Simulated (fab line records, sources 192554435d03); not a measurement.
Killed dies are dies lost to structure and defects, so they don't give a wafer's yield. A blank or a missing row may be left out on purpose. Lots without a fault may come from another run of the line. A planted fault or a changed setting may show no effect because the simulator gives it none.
A struck lot beside a sound one | flow n5_finfet | 16 steps out of a route of 1938
Sound: wafers L254.4, L254.5, L254.6. Struck: wafers L250.2, L250.5. The cause comes at the end.
At each step with rows: each side's tool, then ch and its chambers, then its first start. Under that, the readings that differ: sound wafers | struck wafers | difference of the means | sigmas: that difference in standard deviations of wafers without a fault.
alike: readings whose means differ by less than 2 such deviations, and words and numbers that are the same on both sides. not compared: withheld readings, readings that some wafer has no value for, bounds like >300 that may hide the same value, and numbers for which the record gives no deviation and whose values overlap.
The two part at a step that has a row with sigmas, a row that says differs or no value, or rows on one side only. Numbers that don't overlap but have no deviation are shown without sigmas and don't part them. A reading that every wafer of one side lacks parts them only if that side has two wafers or more.

first, 3 steps without rows for these wafers: N5_MOL_CONTACT_COAG_ETCH_106 (etches SOC in N2/H2, target depth 80 nm, overetch 16 nm, time 120 s); N5_MOL_CONTACT_COAG_STRIP_107 (strips in N2/H2); N5_MOL_CONTACT_COAG_STRIP_108 (strips in N2/H2).
N5_MOL_CONTACT_COAG_CONTACT_ETCH_14: etches SiO2 in C4F6/O2, target depth 27.5 nm, overetch 8.5 nm, time 20 s.
  sound on rie_diel-04 ch 0,2,3, day 9 04:52; struck on rie_diel-03 ch 0,1, day 7 23:58
  alike: drypump_motor_current_A, oes_product_au, rf_fwd_power_W, rf_vpp_V, showerhead_plenum_p_Torr, throttle_valve_pct
  not compared: rf_hours_counter_h
then, 1 step without rows for these wafers: N5_MOL_CONTACT_COAG_STRIP_109 (strips in C4F6/O2).
N5_MOL_CONTACT_COAG_ETCH_15: etches SiNx in CH3F/O2, stops on Si:P, target depth 7 nm.
  sound on rie_diel-04 ch 0,2,3, day 9 04:54; struck on rie_diel-03 ch 0,1, day 8 00:00
  alike: drypump_motor_current_A, oes_product_au, rf_fwd_power_W, rf_vpp_V, showerhead_plenum_p_Torr, throttle_valve_pct
  not compared: rf_hours_counter_h
then, 1 step without rows for these wafers: N5_MOL_CONTACT_COAG_ETCH_110 (etches Si in CF4/O2, target depth 2.5 nm, time 8 s).
N5_MOL_CONTACT_COAG_STRIP_98: strips in N2/H2.
  sound on rie_diel-04 ch 0,2,3, day 9 05:01; struck on rie_diel-03 ch 0,1, day 8 00:07
  alike: drypump_motor_current_A, oes_product_au, rf_vpp_V, showerhead_plenum_p_Torr, throttle_valve_pct
  not compared: rf_hours_counter_h
N5_MOL_CONTACT_COAG_CD_MEAS_99: target cd 17.2 nm.
  sound on cd_sem-03, day 9 05:05; struck on cd_sem-03, day 8 00:11
  alike: cd_nm
then, 2 steps without rows for these wafers: N5_MOL_CONTACT_COAG_IMPLANT_129; N5_MOL_CONTACT_COAG_PRECLEAN_111 (cleans in NF3:NH3, afs cycles 1, time 20 s, sublimation time 60 s).
N5_MOL_CONTACT_COAG_TI_SIL_19: material Ti, target thk 4.2 nm, time 15 s.
  sound on pvd_sputter-02, day 9 07:04; struck on pvd_sputter-01, day 8 00:40
  alike: chamber_pressure_pa, throttle_valve_pct
N5_MOL_CONTACT_COAG_ALD_20: deposits TiN, target thk 1.5 nm, pulse time 1 s, purge time 3 s.
  sound on ald_metal-04 ch 0,1,2, day 9 07:16; struck on ald_metal-02 ch 3, day 8 00:47
  reading                      | sound | struck        | difference | sigmas
  co_reactant_pulse_time_s (s) | 2 2 2 | 1.5269 1.5269 | -0.4731    |
  alike: heater_power_w, precursor_pulse_height_rel
  not compared: since_wet_clean_h
N5_MOL_CONTACT_COAG_SIL_ANNEAL_21: time 60 s.
  sound on rtp_anneal-02 ch 0, day 9 07:44; struck on rtp_anneal-02 ch 0, day 8 01:12
  alike: lamp_power_pct, wafer_temp_C_max
-- the record jumps here: 3 days lie between the struck wafers' starts before and after (it left off in module MOL_CONTACT_COAG and takes up again in module BEOL_M4, whose first step shown is number 1111 of the route) --
N5_BEOL_M4_RC_MEAS_101:
  sound on prober-02 ch 0, day 12 05:38; struck on prober-02 ch 0, day 11 07:54
  alike: DIBL_N, DIBL_P, IOFF_N, IOFF_P, ION_N, ION_P, SS_N, SS_P, VT_N, VT_P
-- the record jumps here: 4 days lie between the struck wafers' starts before and after (it left off in module BEOL_M4 and takes up again in module PASSIVATION, whose first step shown is number 1936 of the route) --
N5_PASSIVATION_PROBE_49:
  sound on prober-01, day 16 18:47; struck on prober-01, day 15 13:55
  alike: defect_limited_yield, killed_at_M0_to_M3, killed_at_M4_up, killed_at_contacts, killed_at_front_end, killed_at_other, killed_dies, killed_open, killed_short, sort_bin_5_function, sort_bin_6_memory, sort_n_pass, sort_yield_pct

WHERE THEY PART
Nowhere in this record.

WHY: what the simulator had put in
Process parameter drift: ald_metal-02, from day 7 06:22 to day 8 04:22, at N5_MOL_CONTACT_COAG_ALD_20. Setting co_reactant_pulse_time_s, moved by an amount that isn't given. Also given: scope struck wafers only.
